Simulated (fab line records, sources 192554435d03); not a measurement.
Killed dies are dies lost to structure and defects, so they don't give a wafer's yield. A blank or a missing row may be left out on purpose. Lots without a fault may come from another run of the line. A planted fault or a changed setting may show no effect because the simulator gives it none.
fab line records | flow n5_finfet | part 1 of 2: steps 1 to 4 of 6
record lots=23 wafers=69 last_day=18
route steps=1938 shown ILD0@346 HKMG_FIN@451 GATE_CUT@470 MOL_CONTACT_COAG@538
lots that met no fault: from a run of the same line without faults
start_h: hours from the record's first day to the start of the lot's first wafer shown | wait_h: hours since the lot's step before | " the same as in the row above | L1.1+2: a row that stands for several wafers | - no value, or no start given | * or withheld: withheld | < > ~ a bound
route shown NAME@n: a module of which the file shows steps, and the number in the route of the first | usual: mean/standard deviation of fault-free wafers | same: alike in all rows | chamber/n: place in a boat | sites: the reading at each site | _std_site: their standard deviation | _edge_site: outer sites' mean less inner sites' | radius_mm: how far each site lies from the wafer's centre | mask NAME#n: copy n | behind: the tool/chamber that last shaped the wafer | hold: why the lot was held/for how many hours/how that ended | device: the transistor (n, p or np) that didn't switch | end of line: the same wafers' tests at the end of the route | a step without rows: its recipe alone | killed: dies lost to structure and defects at the first sort, not the wafer's yield | map: a wafer's dies, x killed, . not, _ none there
set.NAME: the setting as run; set.NAME@STEP: as run at that earlier step | model.NAME: the simulator's own value behind a step, which no gauge read
steps of the route over a sample of lots; a table a step, a row a wafer
services: from which hour (start_h, from the record's first day; less than 0 if before it) a tool's chamber was out of use, for how many hours, and why
## steps
# step N5_ILD0_INSPECT_06
# recipe inspect_instrument=darkfield mode=post_cmp
# usual raw_defect_count=41/20
# columns lot.wafer tool chamber start_h wait_h raw_defect_count
L074.1 defect_inspect-01 - 69.15 0.0 22
L074.3 " - " " 29
L074.4 " - " " 17
L075.2 defect_inspect-01 - 71.57 0.0 32
L075.5 " - " " 17
L075.6 " - " " 27
L076.1 defect_inspect-02 - 76.58 0.0 79
L076.2 " - " " 70
L076.4 " - " " 107
L077.1 defect_inspect-02 - 83.04 0.0 50
L077.4 " - " " 28
L077.5 " - " " 60
L078.3 defect_inspect-01 - 89.95 0.0 68
L078.4 " - " " 54
L078.5 " - " " 65
L079.1 defect_inspect-01 - 93.58 0.0 25
L079.3 " - " " 25
L079.4 " - " " 26
L080.2 defect_inspect-01 - 104.34 0.0 47
L080.5 " - " " 41
L080.6 " - " " 38
L081.1 defect_inspect-01 - 108.12 0.0 25
L081.3 " - " " 49
L081.4 " - " " 39
L082.2 defect_inspect-01 - 114.53 0.0 28
L082.4 " - " " 14
L082.5 " - " " 6
L083.1 defect_inspect-02 - 122.87 0.0 37
L083.4 " - " " 50
L083.5 " - " " 66
L084.1 defect_inspect-02 - 127.51 0.0 37
L084.5 " - " " 23
L084.6 " - " " 21
L085.2 defect_inspect-02 - 136.37 0.0 28
L085.3 " - " " 45
L085.4 " - " " 30
L086.1 defect_inspect-02 - 139.78 0.0 33
L086.3 " - " " 54
L086.5 " - " " 35
L087.1 defect_inspect-01 - 146.63 0.0 18
L087.5 " - " " 56
L087.6 " - " " 48
L088.1 defect_inspect-01 - 149.18 0.0 29
L088.2 " - " " 43
L088.5 " - " " 38
L089.1 defect_inspect-02 - 155.89 0.0 23
L089.4 " - " " 48
L089.5 " - " " 65
L090.2 defect_inspect-02 - 161.86 0.0 95
L090.3 " - " " 84
L090.5 " - " " 66
L093.3 defect_inspect-02 - 182.26 0.0 25
L093.5 " - " " 21
L093.6 " - " " 52
L094.2 defect_inspect-02 - 184.43 0.0 31
L094.3 " - " " 32
L094.5 " - " " 21
L095.1 defect_inspect-02 - 191.60 0.0 24
L095.4 " - " " 40
L095.6 " - " " 33
L096.2 defect_inspect-01 - 199.69 0.0 21
L096.4 " - " " 43
L096.5 " - " " 21
L097.3 defect_inspect-01 - 203.82 0.0 52
L097.5 " - " " 60
L097.6 " - " " 27
L091.3 defect_inspect-01 - 206.81 0.0 52
L091.4 " - " " 19
L091.5 " - " " 30
# step N5_HKMG_FIN_ETCH_67
# recipe chemistry=N2/H2 target=SOC target_depth_a=3889 stop_on=TiN ion_energy_ev=100 bias_w=61 pressure_mtorr=30 source_w=850 n2_flow_sccm=200 h2_flow_sccm=200
# usual drypump_motor_current_A=5.8/0.45 h2_flow_sccm=200.1/0.48 oes_product_au=0.77/0.063 rf_vpp_V=240.9/1.1 showerhead_plenum_p_Torr=2.56/0.05 throttle_valve_pct=17.82/0.2
# columns lot.wafer tool chamber start_h wait_h drypump_motor_current_A h2_flow_sccm oes_product_au rf_hours_counter_h rf_vpp_V showerhead_plenum_p_Torr throttle_valve_pct
L074.1 rie_diel-02 3 81.70 - 5.2 200.4 0.73 159 242.1 2.53 17.56
L074.3 " 1 " " 5.8 200.5 0.79 122 239.7 2.54 17.71
L074.4 " 2 " " 6.6 199.8 0.77 139 242.8 2.65 18.14
L075.2 rie_diel-04 2 84.34 - 6.0 199.8 0.82 62 240.2 2.58 17.49
L075.5 " 2 " " 6.0 200.2 0.82 - 241.0 2.58 17.47
L075.6 " 3 " " 5.6 199.6 0.70 - 242.6 2.60 17.95
L076.1 rie_diel-04 1 88.89 - 5.6 199.9 0.85 49 240.8 2.59 17.92
L076.2 " 3 " " 5.6 200.9 0.71 222 241.3 2.60 17.93
L076.4 " 0 " " 5.3 200.4 0.73 172 240.3 2.54 17.75
L077.1 rie_diel-02 1 96.11 - 5.8 199.9 0.78 127 241.7 2.53 17.71
L077.4 " 2 " " 6.7 199.8 0.76 - 241.4 2.65 18.14
L077.5 " 1 " " 5.9 200.1 0.79 - 240.9 2.53 17.73
L078.3 rie_diel-04 1 102.09 - 5.6 199.7 0.84 56 240.9 2.59 17.93
L078.4 " 3 " " 5.6 200.1 0.69 227 241.4 2.60 17.96
L078.5 " 3 " " 5.6 200.1 0.69 - 241.2 2.60 17.95
L079.1 rie_diel-02 2 106.57 - 6.6 199.4 0.76 150 241.7 2.65 18.14
L079.3 " 3 " " 5.2 200.3 0.72 170 240.4 2.53 17.56
L079.4 " 1 " " 5.8 200.0 0.79 - 242.0 2.53 17.74
L080.2 rie_diel-01 3 116.23 - 6.7 200.2 0.71 207 243.0 2.61 17.92
L080.5 " 2 " " 5.6 200.7 0.79 - 239.3 2.47 17.98
L080.6 " 3 " " 6.7 199.5 0.71 - 241.6 2.61 17.93
L081.1 rie_diel-02 3 120.21 - 5.2 201.0 0.72 175 240.7 2.53 17.56
L081.3 " 0 " " 6.2 200.2 0.95 4 242.3 2.61 17.58
L081.4 " 2 " " 6.7 200.1 0.76 154 241.9 2.64 18.14
L082.2 rie_diel-04 0 126.44 - 5.3 200.6 0.72 185 240.2 2.53 17.80
L082.4 " 3 " " 5.6 200.6 0.69 235 242.0 2.60 17.96
L082.5 " 2 " " 6.0 200.0 0.80 - 242.2 2.57 17.52
L083.1 rie_diel-01 3 134.71 - 6.7 200.0 0.71 214 242.7 2.60 17.94
L083.4 " 0 " " 5.9 201.3 0.74 153 238.0 2.44 17.78
L083.5 " 3 " " 6.7 199.7 0.71 - 241.8 2.60 17.93
L084.1 rie_diel-01 3 140.39 - 6.6 199.7 0.70 216 241.2 2.60 17.93
L084.5 " 3 " " 6.7 199.7 0.71 - 242.8 2.60 17.93
L084.6 " 2 " " 5.6 199.7 0.78 - 238.2 2.47 18.02
L085.2 rie_diel-04 2 148.82 - 6.0 201.2 0.80 85 242.8 2.57 17.53
L085.3 " 1 " " 5.6 199.7 0.82 73 240.2 2.58 17.97
L085.4 " 3 " " 5.6 200.6 0.68 243 241.9 2.59 17.98
L086.1 rie_diel-04 0 152.44 - 5.3 200.9 0.71 196 240.1 2.53 17.81
L086.3 " 2 " " 5.9 200.4 0.80 86 240.8 2.57 17.53
L086.5 " 0 " " 5.3 200.3 0.72 - 240.7 2.53 17.81
L087.1 rie_diel-01 3 158.96 - 6.7 199.0 0.69 223 241.6 2.60 17.95
L087.5 " 1 " " 6.2 199.7 0.84 - 240.2 2.59 17.99
L087.6 " 2 " " 5.6 200.5 0.77 - 240.3 2.47 18.01
L088.1 rie_diel-01 0 161.50 - 6.0 200.3 0.73 163 238.1 2.44 17.81
L088.2 " 2 " " 5.6 199.9 0.77 100 237.9 2.47 18.01
L088.5 " 0 " " 5.9 199.6 0.73 - 240.3 2.44 17.80
L089.1 rie_diel-04 3 168.33 - 5.6 200.0 0.68 248 242.1 2.59 18.00
L089.4 " 1 " " 5.6 200.5 0.81 80 240.5 2.58 17.97
L089.5 " 3 " " 5.6 199.7 0.69 - 240.6 2.59 17.98
L090.2 rie_diel-02 3 174.51 - 5.2 200.5 0.71 194 240.4 2.52 17.61
L090.3 " 0 " " 6.2 199.5 0.88 23 241.6 2.60 17.61
L090.5 " 2 " " 6.6 199.7 0.75 - 241.8 2.64 18.18
L093.3 rie_diel-04 2 195.32 - 6.0 200.0 0.77 - 241.2 2.56 17.56
L093.5 " 2 " " 6.0 200.1 0.77 - 241.5 2.56 17.56
L093.6 " 1 " " 5.6 200.8 0.80 - 239.9 2.57 18.00
L094.2 rie_diel-02 0 197.56 - 6.2 200.1 0.88 27 243.2 2.60 17.60
L094.3 " 2 " " 6.7 199.3 0.74 177 242.3 2.64 18.19
L094.5 " 3 " " 5.2 199.7 0.70 - 241.5 2.52 17.62
L095.1 rie_diel-02 1 203.68 - 5.8 200.0 0.77 158 240.0 2.52 17.77
L095.4 " 0 " " 6.2 200.1 0.88 29 239.4 2.59 17.61
L095.6 " 0 " " 6.1 199.7 0.87 - 242.5 2.59 17.63
L096.2 rie_diel-02 2 212.19 - 6.6 200.2 0.73 182 241.7 2.63 18.20
L096.4 " 0 " " 6.2 199.3 0.87 32 240.1 2.59 17.62
L096.5 " 2 " " 6.6 199.8 0.74 - 241.4 2.63 18.20
L097.3 rie_diel-04 3 216.63 - 5.6 199.8 0.98 4 241.5 2.59 17.64
L097.5 " 1 " " 5.6 200.2 0.79 - 241.6 2.56 18.02
L097.6 " 0 " " 5.3 199.7 0.69 - 240.9 2.52 17.83
L091.3 rie_diel-04 0 218.75 - 5.3 199.5 0.70 218 239.1 2.52 17.86
L091.4 " 2 " " 6.0 199.7 0.77 116 240.7 2.55 17.58
L091.5 " 2 " " 6.0 200.5 0.77 - 242.9 2.55 17.59
# step N5_GATE_CUT_STRIP_59
# recipe chemistry=N2/H2 time_s=20 power_w=100 temp_c=40 pressure_mtorr=100 rf_frequency_hz=6e+07 bias_power_w=3 n2_flow_sccm=300 h2_flow_sccm=300
# usual drypump_motor_current_A=5.8/0.56 h2_flow_sccm=300.0/0.86 oes_product_au=0.79/0.078 rf_vpp_V=45.4/0.87 showerhead_plenum_p_Torr=3.38/0.12 throttle_valve_pct=12.28/0.22
# columns lot.wafer tool chamber start_h wait_h drypump_motor_current_A h2_flow_sccm oes_product_au rf_hours_counter_h rf_vpp_V showerhead_plenum_p_Torr throttle_valve_pct
L074.1 rie_diel-06 2 84.23 0.1 5.5 299.3 0.72 203 45.7 3.20 12.40
L074.3 " 3 " " 5.9 302.0 0.89 49 45.7 3.31 12.12
L074.4 " 0 " " 5.8 300.7 0.73 209 47.1 3.48 12.67
L075.2 rie_diel-05 0 87.03 0.1 6.8 299.4 0.87 67 44.6 3.55 11.96
L075.5 " 0 " " 6.8 298.9 0.87 - 46.2 3.55 11.94
L075.6 " 1 " " 5.4 300.3 0.80 - 46.1 3.25 12.05
L076.1 rie_diel-05 0 91.47 0.1 6.8 300.6 0.88 67 46.6 3.55 11.95
L076.2 " 2 " " 5.1 298.8 0.95 7 46.5 3.34 12.22
L076.4 " 1 " " 5.4 298.9 0.80 107 43.4 3.25 12.02
L077.1 rie_diel-03 0 98.52 0.1 5.9 301.2 0.83 73 45.8 3.43 12.14
L077.4 " 3 " " 5.6 298.7 0.74 164 44.5 3.36 12.23
L077.5 " 2 " " 6.1 301.3 0.72 - 45.0 3.49 12.46
L078.3 rie_diel-05 3 104.62 0.1 5.1 299.6 0.68 226 45.4 3.21 12.56
L078.4 " 2 " " 5.1 300.0 0.93 10 46.0 3.33 12.23
L078.5 " 2 " " 5.1 300.9 0.93 - 44.7 3.33 12.22
L079.1 rie_diel-06 3 109.37 0.1 5.9 299.1 0.88 54 45.6 3.31 12.13
L079.3 " 1 " " 6.4 301.4 0.78 130 45.4 3.55 12.62
L079.4 " 2 " " 5.5 300.4 0.72 212 45.9 3.20 12.40
L080.2 rie_diel-03 2 119.04 0.1 6.2 299.6 0.71 208 45.3 3.48 12.47
L080.5 " 0 " " 5.9 301.5 0.81 - 45.4 3.42 12.18
L080.6 " 2 " " 6.1 299.2 0.71 - 46.0 3.48 12.49
L081.1 rie_diel-06 0 122.62 0.1 5.8 298.8 0.72 221 46.5 3.47 12.71
L081.3 " 3 " " 5.9 298.9 0.87 57 45.3 3.31 12.14
L081.4 " 1 " " 6.3 299.6 0.79 133 45.9 3.55 12.60
L082.2 rie_diel-03 3 129.13 0.1 5.7 300.0 0.73 175 43.3 3.36 12.25
L082.4 " 1 " " 6.1 299.9 0.75 157 45.4 3.36 12.26
L082.5 " 3 " " 5.7 300.1 0.74 - 43.8 3.36 12.26
L083.1 rie_diel-03 1 137.91 0.1 6.1 299.1 0.75 161 45.2 3.36 12.29
L083.4 " 2 " " 6.1 300.0 0.71 215 46.0 3.48 12.49
L083.5 " 2 " " 6.2 298.7 0.72 - 44.9 3.48 12.50
L084.1 rie_diel-05 3 142.80 0.1 5.1 299.8 0.67 238 44.3 3.21 12.59
L084.5 " 2 " " 5.0 299.5 0.90 - 45.4 3.33 12.26
L084.6 " 3 " " 5.1 300.7 0.67 - 45.9 3.21 12.59
L085.2 rie_diel-06 1 151.43 0.1 6.3 299.3 0.78 142 46.5 3.54 12.64
L085.3 " 3 " " 5.9 300.7 0.86 65 45.0 3.30 12.16
L085.4 " 2 " " 5.5 300.6 0.72 224 44.1 3.19 12.44
L086.1 rie_diel-05 0 154.99 0.1 6.8 300.4 0.85 86 46.0 3.54 11.99
L086.3 " 1 " " 5.4 300.5 0.79 126 44.7 3.24 12.10
L086.5 " 2 " " 5.1 302.3 0.89 - 45.2 3.32 12.29
L087.1 rie_diel-05 0 161.59 0.1 6.8 300.0 0.85 88 45.6 3.54 11.99
L087.5 " 0 " " 6.8 299.6 0.86 - 44.9 3.54 11.99
L087.6 " 1 " " 5.4 299.8 0.78 - 45.3 3.24 12.11
L088.1 rie_diel-05 0 163.97 0.1 6.8 300.6 0.86 90 45.6 3.54 11.98
L088.2 " 2 " " 5.1 299.8 0.89 32 46.2 3.32 12.29
L088.5 " 0 " " 6.8 300.0 0.86 - 47.2 3.54 12.00
L089.1 rie_diel-06 3 171.23 0.1 5.9 299.8 0.85 74 46.4 3.30 12.18
L089.4 " 0 " " 5.8 300.1 0.71 - 46.1 3.46 12.77
L089.5 " 3 " " 5.9 300.1 0.84 - 44.1 3.30 12.18
L090.2 rie_diel-05 0 177.00 0.1 6.8 299.5 0.84 95 46.8 3.53 12.00
L090.3 " 1 " " 5.4 299.6 0.77 136 45.6 3.24 12.13
L090.5 " 0 " " 6.8 298.1 0.84 - 45.2 3.54 12.01
L093.3 rie_diel-05 2 198.08 0.1 5.1 298.7 0.86 49 44.9 3.31 12.32
L093.5 " 1 " " 5.4 299.1 0.76 - 45.8 3.23 12.13
L093.6 " 2 " " 5.1 300.1 0.86 - 46.5 3.31 12.32
L094.2 rie_diel-05 2 199.99 0.1 5.1 300.5 0.85 50 44.5 3.31 12.31
L094.3 " 0 " " 6.8 298.2 0.82 107 44.2 3.53 12.04
L094.5 " 0 " " 6.8 299.3 0.83 - 45.5 3.53 12.04
L095.1 rie_diel-03 1 206.23 0.1 6.1 299.7 0.74 171 43.2 3.36 12.29
L095.4 " 0 " " 5.9 300.2 0.81 98 45.3 3.42 12.21
L095.6 " 1 " " 6.1 298.7 0.74 - 45.8 3.36 12.30
L096.2 rie_diel-03 2 214.70 0.1 6.1 299.6 0.71 227 45.0 3.47 12.54
L096.4 " 3 " " 5.7 299.7 0.72 189 45.4 3.35 12.30
L096.5 " 3 " " 5.6 300.7 0.72 - 45.5 3.35 12.30
L097.3 rie_diel-05 2 219.06 0.1 5.1 298.7 0.85 55 46.2 3.31 12.34
L097.5 " 0 " " 6.8 300.7 0.82 - 45.1 3.53 12.05
L097.6 " 3 " " 5.1 301.8 0.97 - 45.1 3.60 12.01
L091.3 rie_diel-05 0 221.17 0.1 6.8 300.0 0.82 112 47.0 3.53 12.05
L091.4 " 1 " " 5.4 301.0 0.77 149 44.6 3.23 12.14
L091.5 " 1 " " 5.4 299.4 0.77 - 45.8 3.23 12.14
# step N5_GATE_CUT_VAPOR_ETCH_51
# recipe chemistry=BCl3/Cl2 target=HfO2 mode=isotropic
# usual drypump_motor_current_A=5.6/0.43 he_backside_leak_sccm=3.4/0.36 oes_product_au=0.72/0.069
# columns lot.wafer tool chamber start_h wait_h drypump_motor_current_A he_backside_leak_sccm oes_product_au
L074.1 rie_metal-01 1 88.50 0.1 5.7 3.1 0.78
L074.3 " 1 " " 5.7 3.3 0.78
L074.4 " 1 " " 5.7 3.1 0.79
L075.2 rie_metal-01 1 91.90 0.1 5.7 3.2 0.78
L075.5 " 1 " " 5.6 3.1 0.78
L075.6 " 1 " " 5.7 3.1 0.78
L076.1 rie_metal-02 1 97.18 0.0 6.5 3.6 0.69
L076.2 " 0 " " 5.1 3.6 0.70
L076.4 " 0 " " 5.1 3.7 0.69
L077.1 rie_metal-01 1 103.73 0.1 5.7 3.3 0.78
L077.4 " 1 " " 5.7 3.2 0.78
L077.5 " 1 " " 5.7 3.2 0.78
L078.3 rie_metal-03 0 108.56 0.0 5.7 3.7 0.63
L078.4 " 1 " " 5.0 3.2 0.84
L078.5 " 0 " " 5.7 3.6 0.63
L079.1 rie_metal-01 1 114.03 0.1 5.6 3.1 0.77
L079.3 " 1 " " 5.6 3.2 0.77
L079.4 " 1 " " 5.7 3.2 0.78
L080.2 rie_metal-03 0 123.31 0.1 5.7 3.6 0.63
L080.5 " 0 " " 5.7 3.8 0.63
L080.6 " 0 " " 5.7 3.5 0.63
L081.1 rie_metal-01 1 126.90 0.1 5.7 3.1 0.77
L081.3 " 1 " " 5.7 3.1 0.77
L081.4 " 1 " " 5.6 3.1 0.77
L082.2 rie_metal-03 1 133.30 0.0 5.0 3.2 0.83
L082.4 " 0 " " 5.7 3.6 0.63
L082.5 " 0 " " 5.8 3.7 0.63
L083.1 rie_metal-01 1 142.17 0.1 5.7 3.2 0.75
L083.4 " 1 " " 5.7 3.3 0.76
L083.5 " 1 " " 5.7 3.2 0.77
L084.1 rie_metal-01 1 148.03 0.1 5.7 3.2 0.76
L084.5 " 1 " " 5.7 3.2 0.76
L084.6 " 1 " " 5.7 3.4 0.76
L085.2 rie_metal-01 1 156.17 0.0 5.6 2.9 0.75
L085.3 " 0 " " 5.7 3.2 0.70
L085.4 " 1 " " 5.7 3.0 0.75
L086.1 rie_metal-03 0 159.39 0.0 5.7 3.3 0.62
L086.3 " 1 " " 4.9 3.2 0.82
L086.5 " 0 " " 5.8 3.7 0.62
L087.1 rie_metal-02 0 166.10 0.0 5.2 3.7 0.70
L087.5 " 1 " " 6.5 3.6 0.68
L087.6 " 0 " " 5.1 3.7 0.69
L088.1 rie_metal-03 1 169.42 0.0 5.0 2.9 0.81
L088.2 " 0 " " 5.7 3.7 0.62
L088.5 " 0 " " 5.7 3.5 0.62
L089.1 rie_metal-01 0 175.26 0.0 5.7 3.3 0.70
L089.4 " 0 " " 5.7 3.4 0.70
L089.5 " 0 " " 5.7 3.2 0.69
L090.2 rie_metal-02 0 181.77 0.0 5.2 3.6 0.69
L090.3 " 0 " " 5.2 3.5 0.69
L090.5 " 1 " " 6.5 3.5 0.68
L093.3 rie_metal-02 0 202.48 0.1 5.1 3.7 0.69
L093.5 " 0 " " 5.1 3.7 0.69
L093.6 " 0 " " 5.1 3.6 0.68
L094.2 rie_metal-03 0 203.90 0.0 5.7 3.6 0.61
L094.3 " 1 " " 4.9 3.0 0.80
L094.5 " 0 " " 5.7 3.6 0.61
L095.1 rie_metal-03 0 210.31 0.0 5.7 3.7 0.61
L095.4 " 1 " " 5.0 2.9 0.81
L095.6 " 0 " " 5.7 3.9 0.61
L096.2 rie_metal-02 1 218.61 0.0 6.5 3.5 0.67
L096.4 " 1 " " 6.5 3.4 0.68
L096.5 " 1 " " 6.4 3.5 0.68
L097.3 rie_metal-03 1 223.01 0.0 4.9 3.1 0.80
L097.5 " 1 " " 4.9 2.9 0.80
L097.6 " 0 " " 5.7 3.6 0.62
L091.3 rie_metal-03 0 225.29 0.0 5.7 3.7 0.61
L091.4 " 1 " " 4.9 3.3 0.81
L091.5 " 0 " " 5.8 3.8 0.62
